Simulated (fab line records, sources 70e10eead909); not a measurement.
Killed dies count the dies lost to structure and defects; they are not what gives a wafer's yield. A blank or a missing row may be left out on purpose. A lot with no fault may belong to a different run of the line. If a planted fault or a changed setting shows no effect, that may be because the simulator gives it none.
Which tool did it?	flow nand-harc	12 lots with 36 wafers sampled at 3 steps, on a route of 1159 steps

## WHAT THE GAUGES SHOWED, per wafer
NHARC_P_ZERO_WELL_CD_MEAS_24 targets a cd of 720 nm.
lot	measured	on	cd-nm (nm)
L330	day 2 02:28	cd-sem-03	719.1 716.0 714.6
L331	day 2 08:28	cd-sem-01	719.7 721.6 722.3
L333	day 2 20:32	cd-sem-02	715.5 711.6 718.2
L334	day 3 02:28	cd-sem-01	721.4 716.5 719.2
L335	day 3 08:30	cd-sem-01	724.5 724.8 722.2
L339	day 4 08:33	cd-sem-02	708.0 711.9 711.7
L340	day 4 14:29	cd-sem-02	720.6 717.0 718.8
L342	day 5 02:29	cd-sem-02	712.5 708.1 709.7
L346	day 6 02:28	cd-sem-03	722.2 721.3 716.0
L348	day 6 14:35	cd-sem-01	717.4 719.5 714.5
L349	day 6 20:28	cd-sem-01	719.9 719.3 718.6
L350	day 7 02:44	cd-sem-02	722.4 718.6 718.8

## WHICH TOOL RAN EACH LOT (tool, then ch and the chambers of the sampled wafers, then the start)
lot	NHARC_P_ZERO_WELL_ETCH_62	NHARC_P_ZERO_WELL_PEB_22
L330	rie-diel-08 ch 1,3, day 2 02:22 or earlier	litho-track-05 ch 0, day 2 02:22
L331	rie-diel-08 ch 0,1,3, day 2 08:22 or earlier	litho-track-03 ch 0, day 2 08:22
L333	rie-diel-08 ch 2,3, day 2 20:26 or earlier	litho-track-05 ch 0, day 2 20:26
L334	rie-diel-07 ch 0,1,2, day 3 02:22 or earlier	litho-track-02 ch 0, day 3 02:22
L335	rie-diel-11 ch 1,3, day 3 08:25 or earlier	litho-track-03 ch 0, day 3 08:25
L339	rie-diel-07 ch 0,3, day 4 08:28 or earlier	litho-track-03 ch 0, day 4 08:28
L340	rie-diel-08 ch 0,2,3, day 4 14:23 or earlier	litho-track-02 ch 0, day 4 14:23
L342	rie-diel-08 ch 2,3, day 5 02:24 or earlier	litho-track-03 ch 0, day 5 02:24
L346	rie-diel-07 ch 0,1,3, day 6 02:22 or earlier	litho-track-02 ch 0, day 6 02:22
L348	rie-diel-11 ch 0,1,2, day 6 14:29 or earlier	litho-track-05 ch 0, day 6 14:29
L349	rie-diel-07 ch 0,3, day 6 20:22 or earlier	litho-track-02 ch 0, day 6 20:22
L350	rie-diel-08 ch 2, day 7 02:39 or earlier	litho-track-02 ch 0, day 7 02:39
- NHARC_P_ZERO_WELL_ETCH_62: etches the open film in CHF3/Ar, target depth 13 nm, time 6.5 s.
- NHARC_P_ZERO_WELL_PEB_22: peb time 85 s.

## AS READ BY THE TOOLS THEMSELVES (means over the sampled wafers that have a number; for cases with no such wafer, the mark the record gives instead)
NHARC_P_ZERO_WELL_ETCH_62.
lot	tool	drypump-motor-current-A (A)	oes-product-au (a.u.)	rf-vpp-V (V)	showerhead-plenum-p-Torr (Torr)	throttle-valve-pct (%)
L330	rie-diel-08	6.3	0.969	369.4	2.33	20.222
L331	rie-diel-08	6.1	0.917	372.1	2.41	20.215
L333	rie-diel-08	6.1	0.967	372.8	2.46	20.216
L334	rie-diel-07	5.2	0.984	371.3	2.41	20.218
L335	rie-diel-11	5.9	0.941	372.6	2.42	20.220
L339	rie-diel-07	5.6	0.980	369.5	2.31	20.216
L340	rie-diel-08	5.9	0.967	373.8	2.47	20.223
L342	rie-diel-08	5.8	0.977	372.7	2.45	20.221
L346	rie-diel-07	5.8	0.971	372.0	2.40	20.212
L348	rie-diel-11	5.8	0.956	370.5	2.35	20.223
L349	rie-diel-07	6.1	0.964	371.5	2.39	20.218
L350	rie-diel-08	5.5	0.940	372.6	2.45	20.219

NHARC_P_ZERO_WELL_PEB_22.
lot	tool	heater-power-total-W (W)	plate-temp-C (C)
L330	litho-track-05	163.95	117.76
L331	litho-track-03	163.93	117.87
L333	litho-track-05	163.69	118.05
L334	litho-track-02	164.36	117.89
L335	litho-track-03	163.91	117.94
L339	litho-track-03	154.25	112.66
L340	litho-track-02	163.87	117.84
L342	litho-track-03	154.01	112.65
L346	litho-track-02	163.78	117.92
L348	litho-track-05	163.92	118.14
L349	litho-track-02	164.00	118.10
L350	litho-track-02	164.14	118.06

## THE ANSWER, worked out from the rows above alone
Rule: what is usual is taken from the lots themselves. The widest of any qualifying gaps counts: lots, ordered by their means at a reading, are off when they make up no more than a third of the lots, leave a main group of 4 or more, and stand apart from it by 3 or more times the standard deviation of that group's means. A main group whose means are all the same, to the digits that the tables above print for the reading, isn't used. Also off: a lot with no number at a reading for which 4 or more lots have one. Any other lot the step has rows for is counted as sound. Order of review: gauges by route order, followed by the tools' own readings, for which a lot's mean as printed above is used. At the first step where some lot is off, the reading lying furthest off is the one used; lots without a number count as furthest.
Off, at NHARC_P_ZERO_WELL_PEB_22 on heater-power-total-W: L339, L342. The main group has a mean of 163.95 W with a standard deviation of 0.18.
A tool fits if, at that step or a process step before it, it ran every lot that is off, and no sound lot after the first of them. NHARC_P_ZERO_WELL_ETCH_62 gives no start for some lots, so the hours and the order of its lots are those of NHARC_P_ZERO_WELL_PEB_22. One fits: NHARC_P_ZERO_WELL_PEB_22 on litho-track-03. Its last sound lot is L335 (day 3 08:25), its first lot that is off L339 (day 4 08:28): a fault that began between those two fits.
The tool's own readings at NHARC_P_ZERO_WELL_PEB_22 bear it out: on the lots that are off they differ by more than 5 times the standard deviation of the sound lots' means. heater-power-total-W reads 154.13 W there against 163.95 W on the sound lots; plate-temp-C reads 112.66 C there against 117.96 C on the sound lots.

## WHAT THE SIMULATOR HAD PUT IN
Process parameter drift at NHARC_P_ZERO_WELL_PEB_22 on litho-track-03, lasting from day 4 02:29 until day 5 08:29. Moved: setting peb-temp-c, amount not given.
Lots struck among those shown: L339, L342. The rule given above showed the same thing.
